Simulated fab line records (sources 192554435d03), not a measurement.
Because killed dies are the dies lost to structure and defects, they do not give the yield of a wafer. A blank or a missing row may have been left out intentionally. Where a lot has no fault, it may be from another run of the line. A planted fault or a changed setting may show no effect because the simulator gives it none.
Which tool did it? || flow n5 finfet || at 1 step of a route of 1938, 24 lots with 72 wafers sampled

WHAT THE GAUGES READ, wafer by wafer
N5_BEOL_M8_RS_MEAS_57: measures by four-point-probe. Usual: for M8_RS the level is 0.287 ohm/sq and the standard deviation is 0.0061.
{"lot": "L074", "measured": "day 9 17:47", "on": "film metro-02", "M8_RS (ohm/sq)": "0.295 0.299 0.298", "flag": ""}
{"lot": "L076", "measured": "day 10 08:08", "on": "film metro-02", "M8_RS (ohm/sq)": "0.285 0.293 0.283", "flag": ""}
{"lot": "L075", "measured": "day 11 05:20", "on": "film metro-01", "M8_RS (ohm/sq)": "0.290 0.281 0.291", "flag": ""}
{"lot": "L078", "measured": "day 11 05:33", "on": "film metro-01", "M8_RS (ohm/sq)": "0.282 0.287 0.278", "flag": ""}
{"lot": "L077", "measured": "day 11 13:26", "on": "film metro-02", "M8_RS (ohm/sq)": "0.297 0.288 0.287", "flag": ""}
{"lot": "L083", "measured": "day 12 05:06", "on": "film metro-01", "M8_RS (ohm/sq)": "0.281 0.283 0.285", "flag": ""}
{"lot": "L079", "measured": "day 12 09:33", "on": "film metro-02", "M8_RS (ohm/sq)": "0.279 0.281 0.280", "flag": ""}
{"lot": "L081", "measured": "day 12 13:25", "on": "film metro-02", "M8_RS (ohm/sq)": "0.295 0.284 0.285", "flag": ""}
{"lot": "L080", "measured": "day 12 15:31", "on": "film metro-02", "M8_RS (ohm/sq)": "0.306 0.290 0.300", "flag": ""}
{"lot": "L084", "measured": "day 13 04:16", "on": "film metro-02", "M8_RS (ohm/sq)": "0.290 0.286 0.292", "flag": ""}
{"lot": "L082", "measured": "day 13 04:26", "on": "film metro-02", "M8_RS (ohm/sq)": "0.285 0.274 0.280", "flag": ""}
{"lot": "L087", "measured": "day 13 04:59", "on": "film metro-02", "M8_RS (ohm/sq)": "0.290 0.285 0.284", "flag": ""}
{"lot": "L085", "measured": "day 13 13:41", "on": "film metro-01", "M8_RS (ohm/sq)": "0.287 0.291 0.296", "flag": ""}
{"lot": "L086", "measured": "day 13 19:49", "on": "film metro-02", "M8_RS (ohm/sq)": "0.285 0.280 0.280", "flag": ""}
{"lot": "L088", "measured": "day 14 03:02", "on": "film metro-01", "M8_RS (ohm/sq)": "0.297 0.293 0.284", "flag": ""}
{"lot": "L090", "measured": "day 14 03:27", "on": "film metro-02", "M8_RS (ohm/sq)": "0.283 0.286 0.288", "flag": ""}
{"lot": "L089", "measured": "day 14 11:31", "on": "film metro-01", "M8_RS (ohm/sq)": "0.289 0.286 0.283", "flag": ""}
{"lot": "L091", "measured": "day 15 00:38", "on": "film metro-01", "M8_RS (ohm/sq)": "0.296 0.291 0.285", "flag": ""}
{"lot": "L092", "measured": "day 15 01:07", "on": "film metro-02", "M8_RS (ohm/sq)": "0.282 0.294 0.290", "flag": ""}
{"lot": "L093", "measured": "day 15 05:49", "on": "film metro-01", "M8_RS (ohm/sq)": "0.286 0.284 0.286", "flag": ""}
{"lot": "L096", "measured": "day 15 10:23", "on": "film metro-01", "M8_RS (ohm/sq)": "0.297 0.294 0.289", "flag": ""}
{"lot": "L094", "measured": "day 15 11:47", "on": "film metro-01", "M8_RS (ohm/sq)": "0.292 0.281 0.295", "flag": ""}
{"lot": "L095", "measured": "day 15 12:35", "on": "film metro-02", "M8_RS (ohm/sq)": "0.290 0.293 0.282", "flag": ""}
{"lot": "L097", "measured": "day 16 09:39", "on": "film metro-01", "M8_RS (ohm/sq)": "0.288 0.287 0.279", "flag": ""}

WHICH TOOL RAN EACH LOT (tool, then ch and the chambers of the sampled wafers, then the start)
Before these readings, the record contains no process step.

WHAT THE TOOLS THEMSELVES READ (means of the sampled wafers that have a number; where no wafer has one, the mark that the record gives instead)
The record holds no such reading with a usual standard deviation.

THE ANSWER, worked out from the rows above alone
Rule: a lot is off if the mean of its wafers that have a number lies more than 3 standard deviations from the usual mean. Also off: a lot with no number at a reading for which 4 or more lots have one. Where the step has rows for the other lots, those lots are counted as sound. Order of review: gauges by route order, followed by the tools' own readings, for which a lot's mean as printed above is used. The first step at which some lot is off is used, and at that step the reading that is off furthest; a lot without a number counts as furthest.
No lot is off on any of the readings shown, so nothing can be concluded from this.

WHAT THE SIMULATOR HAD PUT IN
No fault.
